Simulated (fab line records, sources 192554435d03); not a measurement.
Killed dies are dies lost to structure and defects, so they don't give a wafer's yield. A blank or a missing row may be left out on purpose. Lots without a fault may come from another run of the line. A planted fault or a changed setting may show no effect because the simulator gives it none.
fab line records | flow n5_finfet
record lots=5 wafers=15 last_day=16
route steps=1938 shown BEOL_M3@1017 BEOL_M4@1021
lots that met no fault: from a run of the same line without faults
start_h: hours from the record's first day to the start of the lot's first wafer shown | wait_h: hours since the lot's step before | " the same as in the row above | L1.1+2: a row that stands for several wafers | - no value, or no start given | * or withheld: withheld | < > ~ a bound
route shown NAME@n: a module of which the file shows steps, and the number in the route of the first | usual: mean/standard deviation of fault-free wafers | same: alike in all rows | chamber/n: place in a boat | sites: the reading at each site | _std_site: their standard deviation | _edge_site: outer sites' mean less inner sites' | radius_mm: how far each site lies from the wafer's centre | mask NAME#n: copy n | behind: the tool/chamber that last shaped the wafer | hold: why the lot was held/for how many hours/how that ended | device: the transistor (n, p or np) that didn't switch | end of line: the same wafers' tests at the end of the route | a step without rows: its recipe alone | killed: dies lost to structure and defects at the first sort, not the wafer's yield | map: a wafer's dies, x killed, . not, _ none there
set.NAME: the setting as run; set.NAME@STEP: as run at that earlier step | model.NAME: the simulator's own value behind a step, which no gauge read
lots at some steps of the route; a table a step, a row a wafer
services: from which hour (start_h, from the record's first day; less than 0 if before it) a tool's chamber was out of use, for how many hours, and why
## steps
# step N5_BEOL_M3_PRE_CLEAN_56
# recipe gas=NH3 time_s=15 temp_c=withheld rf_power_w=300
# columns lot.wafer tool chamber start_h wait_h
L086.1+4+5 pecvd-02 0,0,1 228.77 0.1
L093.2+5+6 pecvd-01 1,2,0 265.97 0.1
L092.3+5+6 pecvd-01 2,1,0 268.72 0.1
L094.2+3+4 pecvd-02 2,0,1 269.54 0.1
L095.1+2+5 pecvd-01 1,0,1 275.61 0.1
# step N5_BEOL_M3_DEP_57
# recipe material=SiCN target_thk_a=80 temp_c=withheld precursor=3MS/NH3 pressure_torr=3 rf_w=202 time_s=14
# usual showerhead_plenum_p_Torr=3.661/0.012 throttle_valve_pct=8.9/0.55
# columns lot.wafer tool chamber start_h wait_h showerhead_plenum_p_Torr throttle_valve_pct
L086.1 pecvd-02 0 228.80 0.0 3.648 8.7
L086.4 " 0 " " 3.651 8.7
L086.5 " 1 " " 3.650 8.2
L093.2 pecvd-01 1 265.99 0.0 3.655 8.8
L093.5 " 2 " " 3.669 9.2
L093.6 " 0 " " 3.679 10.2
L092.3 pecvd-01 2 268.74 0.0 3.685 8.8
L092.5 " 1 " " 3.652 8.7
L092.6 " 0 " " 3.665 9.8
L094.2 pecvd-02 2 269.56 0.0 3.672 8.6
L094.3 " 0 " " 3.651 8.8
L094.4 " 1 " " 3.640 8.4
L095.1 pecvd-01 1 275.64 0.0 3.654 8.8
L095.2 " 0 " " 3.682 9.8
L095.5 " 1 " " 3.662 8.6
# step N5_BEOL_M3_RS_MEAS_58
# recipe thk_meas_gauge=four-point-probe reads=Co_of_BEOL_M3_CO_CAP_55+Cu_of_BEOL_M3_ECD_50+Co_of_BEOL_M3_CVD_47+TaN_of_BEOL_M3_ALD_84
# usual M3_RS=0.66/0.031
# columns lot.wafer tool chamber start_h wait_h M3_RS[ohm/sq]
L086.1 film_metro-01 - 228.86 0.0 0.71
L086.4 " - " " 0.70
L086.5 " - " " 0.62
L093.2 film_metro-01 - 266.06 0.1 0.67
L093.5 " - " " 0.65
L093.6 " - " " 0.63
L092.3 film_metro-01 - 268.81 0.1 0.69
L092.5 " - " " 0.63
L092.6 " - " " 0.68
L094.2 film_metro-02 - 269.63 0.1 0.67
L094.3 " - " " 0.68
L094.4 " - " " 0.62
L095.1 film_metro-01 - 275.70 0.0 0.67
L095.2 " - " " 0.67
L095.5 " - " " 0.64
# step N5_BEOL_M3_INSPECT_59
# recipe inspect_instrument=darkfield mode=post_dep
# usual raw_defect_count=70/22
# columns lot.wafer tool chamber start_h wait_h raw_defect_count
L086.1 defect_inspect-01 - 228.89 0.0 42
L086.4 " - " " 51
L086.5 " - " " 63
L093.2 defect_inspect-02 - 266.09 0.0 70
L093.5 " - " " 40
L093.6 " - " " 73
L092.3 defect_inspect-02 - 268.84 0.0 48
L092.5 " - " " 49
L092.6 " - " " 55
L094.2 defect_inspect-01 - 269.66 0.0 42
L094.3 " - " " 65
L094.4 " - " " 62
L095.1 defect_inspect-01 - 275.73 0.0 33
L095.2 " - " " 64
L095.5 " - " " 58
# step N5_BEOL_M4_ILD_DEP_00
# recipe material=SiOC target_thk_a=790 temp_c=350 precursor=DEMS/O2 pressure_torr=5 rf_w=500 time_s=15.3
# usual heater_power_w=476/110 showerhead_plenum_p_Torr=5.691/0.019 throttle_valve_pct=11.5/0.72
# columns lot.wafer tool chamber start_h wait_h heater_power_w showerhead_plenum_p_Torr throttle_valve_pct
L086.1 pecvd-02 0 228.93 0.0 472 5.678 11.1
L086.4 " 0 " " 477 5.678 11.1
L086.5 " 1 " " 471 5.676 10.8
L093.2 pecvd-01 0 266.12 0.0 577 5.695 13.2
L093.5 " 2 " " 614 5.710 11.6
L093.6 " 0 " " 590 5.724 13.0
L092.3 pecvd-04 1 268.89 0.1 341 5.669 11.9
L092.5 " 1 " " 347 5.671 12.1
L092.6 " 2 " " 622 5.729 10.2
L094.2 pecvd-01 2 269.69 0.0 596 5.682 11.4
L094.3 " 1 " " 494 5.688 11.5
L094.4 " 1 " " 484 5.676 11.6
L095.1 pecvd-04 2 275.77 0.0 611 5.711 10.6
L095.2 " 1 " " 281 5.660 11.9
L095.5 " 1 " " 294 5.668 12.0
# step N5_BEOL_M4_THK_MEAS_01
# recipe reads=SiOC_of_BEOL_M4_ILD_DEP_00
# usual M4_ILD_THK=78.7/0.93
# columns lot.wafer tool chamber start_h wait_h M4_ILD_THK[nm]
L086.1 film_metro-02 - 228.99 0.0 77.7
L086.4 " - " " 79.4
L086.5 " - " " 80.2
L093.2 film_metro-01 - 266.19 0.1 78.6
L093.5 " - " " 80.1
L093.6 " - " " 79.3
L092.3 film_metro-01 - 268.96 0.1 78.9
L092.5 " - " " 79.1
L092.6 " - " " 78.4
L094.2 film_metro-02 - 269.76 0.1 78.7
L094.3 " - " " 78.0
L094.4 " - " " 79.5
L095.1 film_metro-01 - 275.85 0.1 76.4
L095.2 " - " " 78.2
L095.5 " - " " 78.6
# step N5_BEOL_M4_PECVD_72
# recipe material=SiO2 target_thk_a=160 temp_c=400 precursor=TEOS/O2 pressure_torr=5.5 rf_w=450 teos_flow_sccm=53.8 gas=O2 flow_sccm=3000 time_s=18
# usual heater_power_w=706/130 showerhead_plenum_p_Torr=8.76/0.076 throttle_valve_pct=21.8/1.3
# columns lot.wafer tool chamber start_h wait_h heater_power_w showerhead_plenum_p_Torr throttle_valve_pct
L086.1 pecvd-04 1 229.03 0.0 529 8.68 22.7
L086.4 " 0 " " 608 8.72 21.2
L086.5 " 1 " " 524 8.66 22.5
L093.2 pecvd-04 2 266.23 0.0 845 8.89 19.1
L093.5 " 2 " " 832 8.89 19.4
L093.6 " 1 " " 533 8.65 22.5
L092.3 pecvd-01 1 268.99 0.0 781 8.76 21.4
L092.5 " 2 " " 896 8.84 21.9
L092.6 " 1 " " 793 8.72 21.4
L094.2 pecvd-04 2 269.80 0.0 877 8.89 19.5
L094.3 " 1 " " 469 8.66 22.5
L094.4 " 2 " " 892 8.89 19.4
L095.1 pecvd-01 2 275.89 0.0 792 8.82 21.6
L095.2 " 0 " " 884 8.83 24.3
L095.5 " 0 " " 885 8.82 24.5
# step N5_BEOL_M4_HM_DEP_02
# recipe material=TiN target_thk_a=200 temp_c=25 chamber_pressure_pa=0.49996
# usual throttle_valve_pct=29.8/0.82
# columns lot.wafer tool chamber start_h wait_h throttle_valve_pct
L086.1 pvd_sputter-01 - 230.27 1.2 30.1
L086.4 " - " " 29.6
L086.5 " - " " 29.8
L093.2 pvd_sputter-01 - 266.53 0.3 30.8
L093.5 " - " " 29.7
L093.6 " - " " 31.0
L092.3 pvd_sputter-02 - 270.85 1.8 29.3
L092.5 " - " " 30.1
L092.6 " - " " 31.2
L094.2 pvd_sputter-02 - 271.03 1.2 29.0
L094.3 " - " " 30.1
L094.4 " - " " 28.8
L095.1 pvd_sputter-01 - 278.10 2.2 30.3
L095.2 " - " " 29.5
L095.5 " - " " 30.2
# step N5_BEOL_M4_COAT_61
# recipe resist=SOC temp_c=250 time_s=60 spin_rpm=1500 resist_thk_nm=60
# columns lot.wafer tool chamber start_h wait_h
L086.1+4+5 litho_track-04 0 230.40 0.1
L093.2+5+6 litho_track-01 0 266.66 0.1
L092.3+5+6 litho_track-05 0 270.99 0.1
L094.2+3+4 litho_track-04 0 271.15 0.1
L095.1+2+5 litho_track-04 0 278.23 0.1
# step N5_BEOL_M4_COAT_62
# recipe resist=SiARC temp_c=220 time_s=60 spin_rpm=1500 resist_thk_nm=12
# columns lot.wafer tool chamber start_h wait_h
L086.1+4+5 litho_track-04 0 - -
L093.2+5+6 litho_track-01 0 - -
L092.3+5+6 litho_track-05 0 - -
L094.2+3+4 litho_track-04 0 - -
L095.1+2+5 litho_track-04 0 - -
# step N5_BEOL_M4_COAT_73
# recipe resist=underlayer temp_c=205 time_s=60 spin_rpm=1500 resist_thk_nm=5
# columns lot.wafer tool chamber start_h wait_h
L086.1+4+5 litho_track-04 0 - -
L093.2+5+6 litho_track-01 0 - -
L092.3+5+6 litho_track-05 0 - -
L094.2+3+4 litho_track-04 0 - -
L095.1+2+5 litho_track-04 0 - -
# step N5_BEOL_M4_COAT_05
# recipe resist=CAR-EUV spin_rpm=1500 resist_thk_nm=30
# columns lot.wafer tool chamber start_h wait_h
L086.1+4+5 litho_track-04 0 - -
L093.2+5+6 litho_track-01 0 - -
L092.3+5+6 litho_track-05 0 - -
L094.2+3+4 litho_track-04 0 - -
L095.1+2+5 litho_track-04 0 - -
# step N5_BEOL_M4_EBR_07
# recipe solvent=PGMEA ebr_width_mm=1.5
# columns lot.wafer tool chamber start_h wait_h
L086.1+4+5 litho_track-04 0 - -
L093.2+5+6 litho_track-01 0 - -
L092.3+5+6 litho_track-05 0 - -
L094.2+3+4 litho_track-04 0 - -
L095.1+2+5 litho_track-04 0 - -
# step N5_BEOL_M4_SOFTBAKE_06
# recipe temp_c=110 time_s=60 resist=CAR-EUV
# columns lot.wafer tool chamber start_h wait_h
L086.1+4+5 litho_track-04 0 - -
L093.2+5+6 litho_track-01 0 - -
L092.3+5+6 litho_track-05 0 - -
L094.2+3+4 litho_track-04 0 - -
L095.1+2+5 litho_track-04 0 - -
# step N5_BEOL_M4_EXPOSE_08
# recipe mask_id=M4 na=0.33 source_shape=dipole sigma_inner=0.369 sigma_outer=0.767 polarization=unpolarized dose_mj=41.25
# usual exposure_dose_mJ_cm2=41.18/0.095
# same sigma_outer=0.767
# columns lot.wafer tool chamber start_h wait_h mask exposure_dose_mJ_cm2
L086.1 euv_scanner-01 0 230.55 - M4#0 41.21
L086.4 " 0 " " M4#0 41.30
L086.5 " 0 " " M4#0 41.25
L093.2 euv_scanner-02 0 266.80 - M4#0 41.07
L093.5 " 0 " " M4#0 41.09
L093.6 " 0 " " M4#0 41.07
L092.3 euv_scanner-01 0 271.26 - M4#0 41.22
L092.5 " 0 " " M4#0 41.20
L092.6 " 0 " " M4#0 41.18
L094.2 euv_scanner-02 0 271.42 - M4#0 41.10
L094.3 " 0 " " M4#0 41.06
L094.4 " 0 " " M4#0 41.10
L095.1 euv_scanner-01 0 278.49 - M4#0 41.33
L095.2 " 0 " " M4#0 41.26
L095.5 " 0 " " M4#0 41.27
# step N5_BEOL_M4_PEB_09
# recipe peb_temp_c=100 peb_time_s=60 resist=CAR-EUV
# columns lot.wafer tool chamber start_h wait_h
L086.1+4+5 litho_track-04 0 230.61 0.1
L093.2+5+6 litho_track-04 0 266.86 0.1
L092.3+5+6 litho_track-04 0 271.31 0.0
L094.2+3+4 litho_track-04 0 271.48 0.1
L095.1+2+5 litho_track-01 0 278.56 0.1
# step N5_BEOL_M4_DEVELOP_10
# recipe develop_time_s=30 developer=TMAH resist=CAR-EUV rinse_liquid=surfactant_rinse dry=air_spin dev_temp_c=23
# usual developer_temp_C=22.98/0.094
# columns lot.wafer tool chamber start_h wait_h developer_temp_C
L086.1 litho_track-04 0 - - 22.93
L086.4 " 0 " " 22.84
L086.5 " 0 " " 22.86
L093.2 litho_track-04 0 - - 23.13
L093.5 " 0 " " 23.03
L093.6 " 0 " " 23.11
L092.3 litho_track-04 0 - - 22.98
L092.5 " 0 " " 23.02
L092.6 " 0 " " 23.01
L094.2 litho_track-04 0 - - 23.08
L094.3 " 0 " " 23.09
L094.4 " 0 " " 23.06
L095.1 litho_track-01 0 - - 23.00
L095.2 " 0 " " 23.01
L095.5 " 0 " " 23.13
# step N5_BEOL_M4_CD_MEAS_11
# recipe target_cd_nm=16.79 landing_energy_ev=500 detector=se_inlens polarity=opening
# usual cd_nm=16.83/0.26
# columns lot.wafer tool chamber start_h wait_h cd_nm
L086.1 cd_sem-02 0 230.68 - 16.42
L086.4 " 0 " " 16.83
L086.5 " 0 " " 16.84
L093.2 cd_sem-03 0 266.93 - 17.30
L093.5 " 0 " " 17.06
L093.6 " 0 " " 17.02
L092.3 cd_sem-02 0 271.38 - 16.90
L092.5 " 0 " " 16.99
L092.6 " 0 " " 16.97
L094.2 cd_sem-02 0 271.55 - 16.54
L094.3 " 0 " " 16.61
L094.4 " 0 " " 16.63
L095.1 cd_sem-03 0 278.62 - 16.89
L095.2 " 0 " " 16.98
L095.5 " 0 " " 16.75
# step N5_BEOL_M4_OVL_MEAS_12
# recipe points_per_wafer=522
# usual M4_OVL=-0.2/0.64
# columns lot.wafer tool chamber start_h wait_h M4_OVL[nm]
L086.1 overlay-01 0 230.71 0.0 -0.2
L086.4 " 0 " " 1.3
L086.5 " 0 " " 0.3
L093.2 overlay-02 0 266.97 0.0 0.5
L093.5 " 0 " " 0.5
L093.6 " 0 " " 0.3
L092.3 overlay-01 0 271.42 0.0 -1.0
L092.5 " 0 " " -1.3
L092.6 " 0 " " -1.3
L094.2 overlay-01 0 271.58 0.0 0.8
L094.3 " 0 " " -0.3
L094.4 " 0 " " 0.5
L095.1 overlay-01 0 278.65 0.0 0.7
L095.2 " 0 " " 0.6
L095.5 " 0 " " 0.9
# step N5_BEOL_M4_INSPECT_13
# recipe mode=adi inspect_instrument=brightfield
# usual raw_defect_count=412/110
# columns lot.wafer tool chamber start_h wait_h raw_defect_count
L086.1 defect_inspect-01 - 230.77 0.1 468
L086.4 " - " " 390
L086.5 " - " " 582
L093.2 defect_inspect-02 - 267.02 0.0 297
L093.5 " - " " 300
L093.6 " - " " 376
L092.3 defect_inspect-01 - 271.47 0.0 234
L092.5 " - " " 253
L092.6 " - " " 329
L094.2 defect_inspect-01 - 271.64 0.0 278
L094.3 " - " " 297
L094.4 " - " " 306
L095.1 defect_inspect-01 - 278.71 0.1 258
L095.2 " - " " 341
L095.5 " - " " 354
# step N5_BEOL_M4_DESCUM_16
# recipe chemistry=O2 time_s=7 source_power_w=50 bias_power_w=20 pressure_mtorr=20 rf_frequency_hz=2.712e+07 temp_c=40 resist=CAR-EUV o2_flow_sccm=225
# usual drypump_motor_current_A=5.6/0.44 oes_product_au=0.80/0.076 rf_vpp_V=243.1/1.4 showerhead_plenum_p_Torr=2.09/0.08 throttle_valve_pct=20.44/0.23
# columns lot.wafer tool chamber start_h wait_h drypump_motor_current_A oes_product_au rf_hours_counter_h rf_vpp_V showerhead_plenum_p_Torr throttle_valve_pct
L086.1 rie_diel-06 0 230.87 0.1 4.8 0.83 79 246.2 2.21 20.62
L086.4 " 0 " " 4.8 0.83 - 244.3 2.21 20.61
L086.5 " 2 " " 5.8 0.70 - 242.4 2.07 20.69
L093.2 rie_diel-01 0 267.05 0.0 6.2 0.99 1 241.4 2.06 20.47
L093.5 " 3 " " 5.4 0.78 - 241.6 2.01 20.09
L093.6 " 2 " " 5.2 0.75 - 241.1 2.01 20.33
L092.3 rie_diel-05 2 271.65 0.2 5.7 0.82 102 241.6 2.01 20.62
L092.5 " 1 " " 6.1 0.85 - 244.5 2.13 20.18
L092.6 " 2 " " 5.6 0.81 - 241.6 2.01 20.61
L094.2 rie_diel-01 2 271.80 0.2 5.3 0.74 151 241.5 2.01 20.36
L094.3 " 3 " " 5.3 0.77 133 242.0 2.01 20.09
L094.4 " 3 " " 5.4 0.77 - 240.8 2.01 20.10
L095.1 rie_diel-05 2 279.08 0.4 5.6 0.82 105 242.2 2.01 20.61
L095.2 " 3 " " 5.0 0.84 62 244.8 2.21 20.28
L095.5 " 1 " " 6.1 0.85 - 244.6 2.13 20.19
# step N5_BEOL_M4_ETCH_74
# recipe chemistry=N2/H2 target=underlayer target_depth_a=65 mask_material=CAR-EUV time_s=5.2 ion_energy_ev=200 pressure_mtorr=30 source_w=840 bias_w=150 n2_flow_sccm=200 h2_flow_sccm=200 ends=cleared
# usual bias_w=150.1/0.42 drypump_motor_current_A=5.6/0.44 etch_rf_on_time_s=5.18/0.078 oes_product_au=0.68/0.066 rf_vpp_V=523.7/3 showerhead_plenum_p_Torr=2.54/0.096 throttle_valve_pct=17.85/0.22
# columns lot.wafer tool chamber start_h wait_h bias_w drypump_motor_current_A etch_rf_on_time_s oes_product_au rf_hours_counter_h rf_vpp_V showerhead_plenum_p_Torr throttle_valve_pct
L086.1 rie_diel-06 0 230.90 0.0 150.2 4.8 5.14 0.70 79 527.1 2.67 17.88
L086.4 " 0 " " 150.3 4.8 5.09 0.71 - 528.2 2.67 17.89
L086.5 " 2 " " 150.4 5.8 5.22 0.59 - 522.1 2.51 18.06
L093.2 rie_diel-01 0 267.09 0.0 150.0 6.2 5.05 0.86 1 521.4 2.51 17.90
L093.5 " 3 " " 149.9 5.4 5.23 0.66 - 522.5 2.45 17.64
L093.6 " 2 " " 150.0 5.3 5.19 0.64 - 519.6 2.44 17.84
L092.3 rie_diel-05 2 271.68 0.0 150.5 5.7 5.00 0.71 102 519.9 2.45 18.07
L092.5 " 1 " " 150.0 6.1 5.08 0.73 - 522.7 2.57 17.57
L092.6 " 2 " " 150.7 5.7 5.05 0.70 - 521.0 2.45 18.08
L094.2 rie_diel-01 2 271.84 0.0 149.6 5.3 5.27 0.64 151 522.3 2.44 17.84
L094.3 " 3 " " 150.5 5.4 5.26 0.66 133 520.2 2.44 17.62
L094.4 " 3 " " 150.5 5.3 5.20 0.65 - 522.5 2.44 17.62
L095.1 rie_diel-05 2 279.11 0.0 149.7 5.7 5.08 0.70 105 521.9 2.45 18.09
L095.2 " 3 " " 150.2 5.0 5.18 0.70 62 528.0 2.69 17.62
L095.5 " 1 " " 150.0 6.1 5.10 0.73 - 526.5 2.57 17.61
## services
# columns tool chamber start_h hours kind
rie_diel-06 3 217.63 - clean
rie_diel-06 3 217.63 - consumable_replace:focus_ring
rie_diel-06 3 217.63 24.0 scheduled_down
rie_diel-06 3 217.63 24.0 vent_cycle
euv_scanner-02 - 221.81 1.0 pm
pecvd-01 1 228.15 2.1 scheduled_down
euv_scanner-01 - 244.81 4.6 pm
rie_diel-01 0 246.77 - clean
rie_diel-01 0 246.77 - consumable_replace:focus_ring
rie_diel-01 0 246.77 17.1 scheduled_down
rie_diel-01 0 246.77 17.1 vent_cycle
rie_diel-06 0 248.46 12.2 repair
rie_diel-06 2 253.30 11.7 repair
euv_scanner-01 - 254.31 1.0 pm
litho_track-04 - 258.54 - consumable_replace:filter
pecvd-04 0 258.64 22.5 repair
rie_diel-01 1 263.83 - clean
rie_diel-01 1 263.83 - consumable_replace:focus_ring
rie_diel-01 1 263.83 23.1 scheduled_down
rie_diel-01 1 263.83 23.1 vent_cycle
pecvd-02 2 274.35 22.4 repair
euv_scanner-02 - 276.16 4.0 repair
## key
fault none
